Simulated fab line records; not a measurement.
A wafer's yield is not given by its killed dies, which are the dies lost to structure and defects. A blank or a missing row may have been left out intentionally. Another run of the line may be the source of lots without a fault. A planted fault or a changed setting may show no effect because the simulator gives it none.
Which tool is to blame?    flow n5 finfet    11 lots, 33 wafers sampled, at 4 steps of a route of 1938

## WHAT EACH GAUGE READ, for each wafer
N5_BEOL_M11_INSPECT_30: inspects for defects (brightfield). Usual: raw defect count 417, standard deviation 85.
lot   measured      on                 raw defect count  flag
L282  day 11 14:45  defect inspect-01  435 403 365       
L285  day 11 21:18  defect inspect-02  473 485 545       
L284  day 11 21:28  defect inspect-02  472 497 475       
L293  day 14 03:37  defect inspect-01  391 541 535       
L294  day 15 13:38  defect inspect-01  343 364 393       
L297  day 15 19:56  defect inspect-02  375 451 309       
L291  day 16 00:45  defect inspect-01  283 340 436       
L295  day 16 07:34  defect inspect-02  300 285 341       
L300  day 17 10:41  defect inspect-02  469 479 451       
L302  day 17 17:39  defect inspect-01  487 319 474       
L303  day 18 03:44  defect inspect-02  374 551 432       

## TOOL THAT RAN EACH LOT (tool first, then ch and the chambers of the sampled wafers, then the start)
lot   N5_BEOL_M11_HM_DEP_02         N5_BEOL_M11_STRIP_19                N5_BEOL_M11_COAT_22
L282  pvd sputter-01, day 11 10:39  rie diel-03 ch 0,2,3, day 11 11:38  litho track-02 ch 0, day 11 14:20
L285  pvd sputter-01, day 11 18:50  rie diel-03 ch 1,2,3, day 11 20:24  litho track-02 ch 0, day 11 21:00
L284  pvd sputter-03, day 11 19:16  rie diel-03 ch 0,3, day 11 20:32    litho track-05 ch 0, day 11 21:01
L293  pvd sputter-01, day 14 01:05  rie diel-02 ch 0,2,3, day 14 02:05  litho track-05 ch 0, day 14 03:12
L294  pvd sputter-02, day 15 11:29  rie diel-06 ch 0,2, day 15 12:21    litho track-01 ch 0, day 15 13:20
L297  pvd sputter-01, day 15 18:25  rie diel-03 ch 0,3, day 15 19:23    litho track-01 ch 0, day 15 19:31
L291  pvd sputter-01, day 15 21:35  rie diel-06 ch 2,3, day 15 22:40    litho track-05 ch 0, day 16 00:27
L295  pvd sputter-01, day 16 05:57  rie diel-02 ch 1,3, day 16 06:55    litho track-05 ch 0, day 16 07:09
L300  pvd sputter-03, day 17 07:43  rie diel-03 ch 0,3, day 17 09:14    litho track-05 ch 0, day 17 10:16
L302  pvd sputter-01, day 17 12:27  rie diel-03 ch 0,1,3, day 17 14:31  litho track-01 ch 0, day 17 17:13
L303  pvd sputter-02, day 17 23:35  rie diel-02 ch 0,2,3, day 18 00:41  litho track-05 ch 0, day 18 03:26
- N5_BEOL_M11_HM_DEP_02: deposits TiN, target thk 20 nm.
- N5_BEOL_M11_STRIP_19: strips in O2.
- N5_BEOL_M11_COAT_22: resist thk 90 nm.

## AS READ BY THE TOOLS THEMSELVES (means over the sampled wafers that have a number; for cases with no such wafer, the mark the record gives instead)
N5_BEOL_M11_HM_DEP_02. Usual: throttle valve pct 29.7 %, standard deviation 1.1.
lot   tool            throttle valve pct (%)  flag
L282  pvd sputter-01  28.6                    
L285  pvd sputter-01  30.0                    
L284  pvd sputter-03  30.7                    
L293  pvd sputter-01  29.5                    
L294  pvd sputter-02  29.6                    
L297  pvd sputter-01  29.0                    
L291  pvd sputter-01  28.7                    
L295  pvd sputter-01  28.8                    
L300  pvd sputter-03  30.6                    
L302  pvd sputter-01  28.8                    
L303  pvd sputter-02  31.0                    

N5_BEOL_M11_STRIP_19. Usual: drypump motor current A 5.6 A, standard deviation 0.46; oes product au 0.80 a.u., standard deviation 0.085; rf vpp V 3.6 V, standard deviation 0.57; showerhead plenum p Torr 2.10 Torr, standard deviation 0.082; throttle valve pct 16.69 %, standard deviation 0.22.
lot   tool         drypump motor current A (A)  oes product au (a.u.)  rf vpp V (V)  showerhead plenum p Torr (Torr)  throttle valve pct (%)  flag
L282  rie diel-03  5.2                          0.89                   3.6           2.17                             16.51                   
L285  rie diel-03  5.6                          0.85                   3.2           2.21                             16.62                   
L284  rie diel-03  5.0                          0.84                   3.1           2.10                             16.48                   
L293  rie diel-02  5.9                          0.77                   3.4           2.08                             16.85                   
L294  rie diel-06  5.6                          0.82                   3.5           2.03                             16.54                   
L297  rie diel-03  5.0                          0.80                   3.7           2.09                             16.54                   
L291  rie diel-06  6.2                          0.70                   3.9           2.02                             16.75                   
L295  rie diel-02  5.9                          0.77                   3.4           2.05                             16.89                   
L300  rie diel-03  5.0                          0.79                   3.4           2.09                             16.57                   
L302  rie diel-03  5.4                          0.83                   3.8           2.13                             16.53                   
L303  rie diel-02  5.8                          0.74                   4.1           2.07                             16.90                   

N5_BEOL_M11_COAT_22. Usual: dispense pressure kPa 52 kPa, standard deviation 4.8; spin speed rpm 1500.0 rpm, standard deviation 1.1.
lot   tool            dispense pressure kPa (kPa)  spin speed rpm (rpm)  flag
L282  litho track-02  52                           1501.0                
L285  litho track-02  52                           1499.5                
L284  litho track-05  56                           1499.9                
L293  litho track-05  56                           1500.4                
L294  litho track-01  44                           1500.4                
L297  litho track-01  44                           1498.9                
L291  litho track-05  56                           1499.8                
L295  litho track-05  56                           1499.8                
L300  litho track-05  56                           1305.3                OFF
L302  litho track-01  44                           1500.9                
L303  litho track-05  56                           1305.0                OFF

## THE ANSWER, worked out from the rows above alone
Rule: lot off if the mean of its wafers having a number is beyond 3 standard deviations from the usual mean. A lot without any number at a reading at which 4 lots or more have one is off too. All remaining lots with rows at the step are treated as sound. After the gauges, taken in route order, come the tools' own readings; for these a lot's mean is taken, as printed above. The first step at which some lot is off is used, and at that step the reading that is off furthest; a lot without a number counts as furthest.
Off at N5_BEOL_M11_COAT_22 (spin speed rpm): L300, L303.
If a tool, at that step or one of the process steps before it, ran each lot that is off and ran no sound lot following the first of them, it fits. One fits: litho track-05 at N5_BEOL_M11_COAT_22. Its last sound lot is L295 (day 16 07:09), its first lot that is off L300 (day 17 10:16): a fault that began between those two fits.
On the lots that are off, the tool's own readings at N5_BEOL_M11_COAT_22 differ by more than 5 times the standard deviation of the sound lots' means, which bears it out; spin speed rpm reads 1305.2 rpm there versus 1500.1 rpm on the sound lots.

## WHAT WAS PUT IN BY THE SIMULATOR
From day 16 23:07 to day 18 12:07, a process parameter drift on litho track-05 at N5_BEOL_M11_COAT_22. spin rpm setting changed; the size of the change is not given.
Lots struck among those shown: L300, L303. The rule given above showed the same thing.
